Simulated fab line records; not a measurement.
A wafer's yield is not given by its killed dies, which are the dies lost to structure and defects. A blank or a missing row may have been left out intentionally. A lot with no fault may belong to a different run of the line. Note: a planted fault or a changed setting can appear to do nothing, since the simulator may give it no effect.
Matching of chambers | flow n5 finfet | 4 sister chambers for N5_BEOL_M3_ETCH_69 on rie diel-02
The step etches SiARC in CF4, target depth 15.6 nm, time 26 s. 8 wafers are shown with their chamber, then 8 later ones without.

WAFERS WITH THEIR CHAMBER
wafer  | chamber | throttle valve pct (%) | drypump motor current A (A)
L081.5 | 0       | 15.78                  | 5.1
L084.1 | 0       | 15.77                  | 5.1
L086.4 | 1       | 15.69                  | 5.6
L088.3 | 2       | 15.49                  | 5.1
L089.1 | 3       | 15.26                  | 6.6
L089.3 | 2       | 15.49                  | 5.1
L089.4 | 1       | 15.71                  | 5.5
L090.1 | 3       | 15.26                  | 6.6

WAFERS WITH NO CHAMBER GIVEN
wafer  | throttle valve pct (%) | drypump motor current A (A)
L090.2 | 15.50                  | 5.1
L090.3 | 15.79                  | 5.1
L092.1 | 15.81                  | 5.1
L092.4 | 15.29                  | 6.6
L092.5 | 15.51                  | 5.1
L095.2 | 15.51                  | 5.0
L095.4 | 15.81                  | 5.1
L095.6 | 15.30                  | 6.6

WHICH CHAMBER EACH WENT THROUGH
wafer  | from the rows above | in truth
L090.2 | 2                   | 2
L090.3 | 0                   | 0
L092.1 | 0                   | 0
L092.4 | 3                   | 3
L092.5 | 2                   | 2
L095.2 | 2                   | 2
L095.4 | 0                   | 0
L095.6 | 3                   | 3
Correctly placed: 8 of 8. Left unplaced by these rows: 0. 0 placed wrongly.
How it was worked out, from the rows above alone: a wafer's distance from a chamber is the root of the sum, over the readings, of the square of ((its reading less the chamber's mean) divided by the reading's scatter). The wafer belongs to the nearest chamber; if the next one is less than 2 further off, it can't be placed. For every chamber, the mean is computed from those of its wafers that are shown. The scatter: take each reading less its chamber's mean, square it, sum over the shown wafers, divide by the number of wafers less the number of chambers, and take the root.
